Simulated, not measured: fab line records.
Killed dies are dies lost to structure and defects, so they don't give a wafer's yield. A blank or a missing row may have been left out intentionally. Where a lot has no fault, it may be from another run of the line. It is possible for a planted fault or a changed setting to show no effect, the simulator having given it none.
Chamber matching -- flow nand-harc -- rie-diel-06 running NHARC_A_CHANNEL_FILL_D2_STRIP_28: 4 sister chambers
The step strips in O2, time 20 s. 27 wafers are shown with their chamber, then 12 later ones without.

## WAFERS WITH THEIR CHAMBER
wafer,chamber,showerhead-plenum-p-Torr (Torr),drypump-motor-current-A (A),rf-vpp-V (V)
L074.1,0,3.47,5.8,57.7
L074.2,1,3.76,5.8,57.4
L074.5,2,3.36,6.6,56.4
L077.2,2,3.36,6.6,55.6
L077.5,1,3.76,5.8,59.9
L077.6,2,3.36,6.6,57.8
L078.1,1,3.75,5.7,58.5
L078.3,2,3.36,6.6,57.4
L078.5,0,3.47,5.8,57.4
L079.2,1,3.75,5.7,58.7
L079.4,3,3.33,5.5,58.5
L079.5,2,3.36,6.6,56.2
L081.2,1,3.75,5.7,58.6
L081.3,0,3.47,5.8,57.6
L081.6,3,3.33,5.5,57.1
L085.1,2,3.36,6.6,57.7
L085.5,1,3.75,5.7,59.3
L085.6,0,3.47,5.8,58.5
L088.1,3,3.33,5.5,57.5
L088.2,0,3.47,5.8,57.1
L088.4,1,3.75,5.8,58.5
L090.1,3,3.33,5.5,56.2
L090.4,2,3.35,6.6,58.7
L090.5,1,3.75,5.8,58.5
L091.1,3,3.33,5.5,57.3
L091.4,0,3.46,5.8,57.5
L091.6,2,3.35,6.6,56.0

SIGNATURES (averages over the wafers above)
reading,chamber 0,chamber 1,chamber 2,chamber 3,scatter within a chamber
showerhead-plenum-p-Torr,3.4683,3.7525,3.3575,3.3300,0.00408
drypump-motor-current-A,5.800,5.750,6.600,5.500,0.0295
rf-vpp-V,57.633,58.675,56.975,57.320,0.823
Rule: a wafer's distance from a chamber is the root of the sum, over the readings, of the square of ((its reading less the chamber's mean) divided by the reading's scatter). If the next closest chamber is less than 2 further off than the closest, the wafer can't be placed; otherwise it belongs to the closest. How the scatter is found: for the shown wafers, subtract from each reading the mean of its chamber, square and add these, divide the total by (wafers less chambers), then take the root.

## WAFERS WITH NO CHAMBER GIVEN
wafer,showerhead-plenum-p-Torr (Torr),drypump-motor-current-A (A),rf-vpp-V (V)
L093.1,3.75,5.7,58.8
L093.5,3.33,5.5,58.5
L093.6,3.35,6.6,57.5
L094.1,3.46,5.8,57.1
L094.4,3.35,6.6,58.3
L094.5,3.33,5.5,57.0
L095.1,3.32,5.5,57.3
L095.2,3.35,6.6,56.5
L095.4,3.46,5.8,57.0
L096.2,3.75,5.8,58.6
L096.4,3.46,5.8,56.9
L096.6,3.46,5.8,58.4

## CHAMBER TAKEN BY EACH
wafer,from the rows above,in truth
L093.1,1,1
L093.5,3,3
L093.6,2,2
L094.1,0,0
L094.4,2,2
L094.5,3,3
L095.1,3,3
L095.2,2,2
L095.4,0,0
L096.2,1,1
L096.4,0,0
L096.6,0,0
Correct placement for 12 of the 12. Not placeable from these rows: 0. Number placed wrongly: 0.
